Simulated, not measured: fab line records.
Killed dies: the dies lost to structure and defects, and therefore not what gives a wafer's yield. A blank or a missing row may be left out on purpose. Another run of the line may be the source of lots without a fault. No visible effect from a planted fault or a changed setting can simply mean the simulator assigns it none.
Matching of chambers	flow nand-harc	NHARC_A_CHANNEL_HOLE_D1_DEP_01 on pecvd-02: 3 sister chambers
The step deposits SiON, target thk 140 nm. 3 wafers are shown with their chamber, then 9 later ones without.

## WAFERS PAIRED WITH THEIR CHAMBERS
wafer	chamber	heater-power-w (W)
L085.4	1	845
L085.5	0	628
L085.6	2	625

## WAFERS WITHOUT THEIR CHAMBER
wafer	heater-power-w (W)
L087.2	706
L087.3	667
L087.6	719
L090.1	714
L090.3	653
L090.5	666
L095.1	693
L095.4	640
L095.6	808

## CHAMBER TAKEN BY EACH
wafer	from the rows above	in truth
L087.2	can't be placed: 0 or 2 or 1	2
L087.3	can't be placed: 0 or 2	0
L087.6	can't be placed: 0 or 2 or 1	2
L090.1	can't be placed: 0 or 2 or 1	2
L090.3	can't be placed: 0 or 2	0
L090.5	can't be placed: 0 or 2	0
L095.1	can't be placed: 0 or 2 or 1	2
L095.4	can't be placed: 0 or 2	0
L095.6	1	1
Placed correctly: 1 of 9. Can't be placed from these rows: 8 (the true chamber is among the candidates in 8). 0 placed wrongly.
How it was worked out, from the rows above alone: a wafer's distance from a chamber is the root of the sum, over the readings, of the square of ((its reading less the chamber's mean) divided by the reading's scatter). The wafer belongs to the nearest chamber; if the next one is less than 2 further off, it can't be placed. A chamber's mean is the mean of its shown wafers. The scatter: with one shown wafer a chamber, the root of the mean of the squares of how far each hidden wafer lies from its nearest shown one.
